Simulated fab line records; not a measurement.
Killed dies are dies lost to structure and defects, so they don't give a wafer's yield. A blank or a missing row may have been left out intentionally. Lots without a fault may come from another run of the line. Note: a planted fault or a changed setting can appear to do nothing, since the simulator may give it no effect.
Which tool is to blame? ; flow nand-harc ; Sampling: 11 lots, 33 wafers, 5 of 1302 route steps

== WHAT THE GAUGES SHOWED, per wafer ==
NHARC_END_SORT_01.
lot;measured;on;killed-at-array;killed-at-other;killed-at-periphery;killed-dies;killed-open;killed-short
L269;day 28 12:52;prober-02;57 592 54;1 3 2;10 8 7;68 603 63;2 7 4;1 2 2

== TOOL THAT RAN EACH LOT (tool first, then ch and the chambers of the sampled wafers, then the start) ==
lot;NHARC_A_SLIT_ETCH_24;NHARC_A_SLIT_ETCH_17;NHARC_A_WL_FILL_ETCHBACK_04;NHARC_A_WL_FILL_STRIP_29
L261;rie-diel-07 ch 0,1,2, day 19 18:31;har-etch-01 ch 0,1, day 19 19:41;rie-metal-02 ch 0,1, day 20 08:14;rie-diel-11 ch 1,2, day 20 22:12
L262;rie-diel-04 ch 0,3, day 20 11:23;har-etch-02 ch 0,1, day 20 15:46;rie-metal-01 ch 0,1, day 21 04:49;rie-diel-11 ch 1,2,3, day 21 12:56
L266;rie-diel-04 ch 1,3, day 22 01:10;har-etch-02 ch 0,1, day 22 02:20;rie-metal-01 ch 0,1, day 22 16:06;rie-diel-11 ch 1,3, day 23 02:17
L269;rie-diel-07 ch 0,1,3, day 23 17:32;har-etch-01 ch 0,1, day 23 18:41;rie-metal-02 ch 0,1, day 24 07:48;rie-diel-11 ch 0,2, day 24 20:24
L273;rie-diel-04 ch 0,2, day 24 10:29;har-etch-02 ch 0,1, day 24 12:06;rie-metal-03 ch 0,1, day 25 01:23;rie-diel-01 ch 0,1,2, day 25 15:54
L276;rie-diel-07 ch 0,2,3, day 27 00:55;har-etch-02 ch 0,1, day 27 02:40;rie-metal-03 ch 0,1, day 27 15:53;rie-diel-11 ch 0,1,3, day 28 01:12
L279;rie-diel-07 ch 2,3, day 27 04:16;har-etch-02 ch 0,1, day 27 06:25;rie-metal-02 ch 0,1, day 27 19:32;rie-diel-01 ch 0,1, day 28 05:31
L280;rie-diel-04 ch 0,2,3, day 27 17:04;har-etch-01 ch 0,1, day 27 18:30;rie-metal-03 ch 0,1, day 28 07:39;rie-diel-01 ch 0,1,3, day 28 21:21
L281;rie-diel-07 ch 0,2,3, day 27 23:17;har-etch-02 ch 0, day 28 02:29;rie-metal-02 ch 0, day 28 14:49;rie-diel-06 ch 1,3, day 29 02:44
L282;rie-diel-12 ch 1,2,3, day 28 21:07;har-etch-01 ch 0,1, day 28 23:43;rie-metal-02 ch 0,1, day 29 11:35;rie-diel-01 ch 0,2, day 29 23:44
L284;rie-diel-12 ch 0,2,3, day 29 11:20;har-etch-02 ch 0,1, day 29 12:30;rie-metal-02 ch 0,1, day 30 01:53;rie-diel-11 ch 1,2, day 30 13:17
- NHARC_A_SLIT_ETCH_24: etches the open film in CF4/CHF3, target depth 121 nm, time 60.5 s.
- NHARC_A_SLIT_ETCH_17: etches the open film in C4F8/O2/Ar, time 4254.5 s, target depth 20300 nm.
- NHARC_A_WL_FILL_ETCHBACK_04: etches the open film in NF3, target depth 60 nm, time 120 s.
- NHARC_A_WL_FILL_STRIP_29: strips in O2, time 20 s.

== WHAT THE TOOLS THEMSELVES READ (means of the sampled wafers that have a number; where no wafer has one, the mark that the record gives instead) ==
NHARC_A_SLIT_ETCH_24.
lot;tool;chamber-pressure-mTorr (mTorr);drypump-motor-current-A (A);oes-product-au (a.u.);rf-vpp-V (V);showerhead-plenum-p-Torr (Torr);throttle-valve-pct (%)
L261;rie-diel-07;24.989;5.6;0.917;370.0;1.56;16.807
L262;rie-diel-04;25.017;6.0;0.944;372.2;1.63;16.806
L266;rie-diel-04;24.994;5.6;0.965;371.2;1.61;16.803
L269;rie-diel-07;24.997;5.6;0.970;367.7;1.52;16.801
L273;rie-diel-04;25.009;5.9;0.971;372.9;1.64;16.804
L276;rie-diel-07;24.966;5.7;0.968;368.5;1.52;16.800
L279;rie-diel-07;24.993;5.8;0.910;368.8;1.52;16.796
L280;rie-diel-04;25.023;5.7;0.948;371.2;1.61;16.791
L281;rie-diel-07;25.001;5.7;0.924;369.4;1.52;16.795
L282;rie-diel-12;25.020;5.7;0.963;368.3;1.50;16.796
L284;rie-diel-12;24.976;5.3;0.963;369.9;1.54;16.804

NHARC_A_SLIT_ETCH_17.
lot;tool;chamber-pressure-mTorr (mTorr);drypump-motor-current-A (A);showerhead-plenum-p-Torr (Torr);throttle-valve-pct (%)
L261;har-etch-01;20.006;5.5;3.652;32.038
L262;har-etch-02;19.989;6.1;3.689;32.044
L266;har-etch-02;20.003;5.8;3.680;32.049
L269;har-etch-01;20.009;5.6;3.622;32.039
L273;har-etch-02;19.989;6.1;3.662;32.045
L276;har-etch-02;19.989;5.8;3.645;32.047
L279;har-etch-02;19.989;6.2;3.641;32.043
L280;har-etch-01;20.021;5.5;3.591;32.037
L281;har-etch-02;19.979;6.5;3.631;32.037
L282;har-etch-01;20.001;5.5;3.583;32.036
L284;har-etch-02;20.014;5.8;3.626;32.036

NHARC_A_WL_FILL_ETCHBACK_04.
lot;tool;chamber-pressure-mTorr (mTorr);drypump-motor-current-A (A);oes-product-au (a.u.);run-length-s (s)
L261;rie-metal-02;300.24;5.7;1.004;141.2
L262;rie-metal-01;299.87;5.2;0.998;141.5
L266;rie-metal-01;300.09;5.1;0.998;141.5
L269;rie-metal-02;299.85;5.4;1.000;126.9
L273;rie-metal-03;300.21;6.1;0.999;141.9
L276;rie-metal-03;299.87;6.1;0.989;141.7
L279;rie-metal-02;300.13;5.5;0.995;140.9
L280;rie-metal-03;300.07;6.1;0.988;141.6
L281;rie-metal-02;300.09;6.0;1.008;141.3
L282;rie-metal-02;300.40;5.7;1.003;141.3
L284;rie-metal-02;299.81;5.5;0.991;141.0

NHARC_A_WL_FILL_STRIP_29.
lot;tool;chamber-pressure-mTorr (mTorr);drypump-motor-current-A (A);oes-product-au (a.u.);rf-vpp-V (V);showerhead-plenum-p-Torr (Torr);throttle-valve-pct (%)
L261;rie-diel-11;59.99;6.5;1.016;57.7;3.57;17.038
L262;rie-diel-11;60.02;6.0;1.010;58.2;3.46;17.037
L266;rie-diel-11;59.97;5.5;1.014;57.8;3.45;17.040
L269;rie-diel-11;60.01;6.4;1.008;57.6;3.36;17.032
L273;rie-diel-01;59.98;5.5;1.001;57.2;3.49;17.036
L276;rie-diel-11;60.00;6.0;0.999;58.6;3.45;17.043
L279;rie-diel-01;59.97;5.9;0.996;58.1;3.46;17.040
L280;rie-diel-01;60.01;5.7;1.004;56.9;3.50;17.042
L281;rie-diel-06;59.99;6.3;0.993;57.6;3.45;17.039
L282;rie-diel-01;60.02;5.1;0.997;58.5;3.60;17.036
L284;rie-diel-11;59.95;6.6;0.994;57.9;3.56;17.038

== THE ANSWER, worked out from the rows above alone ==
Rule: what is usual is taken from the lots themselves. The widest of any qualifying gaps counts: lots, ordered by their means at a reading, are off when they make up no more than a third of the lots, leave a main group of 4 or more, and stand apart from it by 3 or more times the standard deviation of that group's means. A main group is skipped when, at the precision printed for the reading in the tables above, its means are all equal. A lot without any number at a reading at which 4 lots or more have one is off too. Where the step has rows for the other lots, those lots are counted as sound. The gauges are gone through in route order, then the tools' own readings, and for those a lot's mean is taken as printed above. At the first step where some lot is off, the reading lying furthest off is the one used; lots without a number count as furthest.
Off: L269, at NHARC_A_WL_FILL_ETCHBACK_04 (run-length-s). The main group: mean 141.4 s, standard deviation 0.29.
A tool fits if, at that step or a process step before it, it ran every lot that is off, and no sound lot after the first of them. Not one of the candidates tried fits.

== WHAT THE SIMULATOR HAD INSERTED ==
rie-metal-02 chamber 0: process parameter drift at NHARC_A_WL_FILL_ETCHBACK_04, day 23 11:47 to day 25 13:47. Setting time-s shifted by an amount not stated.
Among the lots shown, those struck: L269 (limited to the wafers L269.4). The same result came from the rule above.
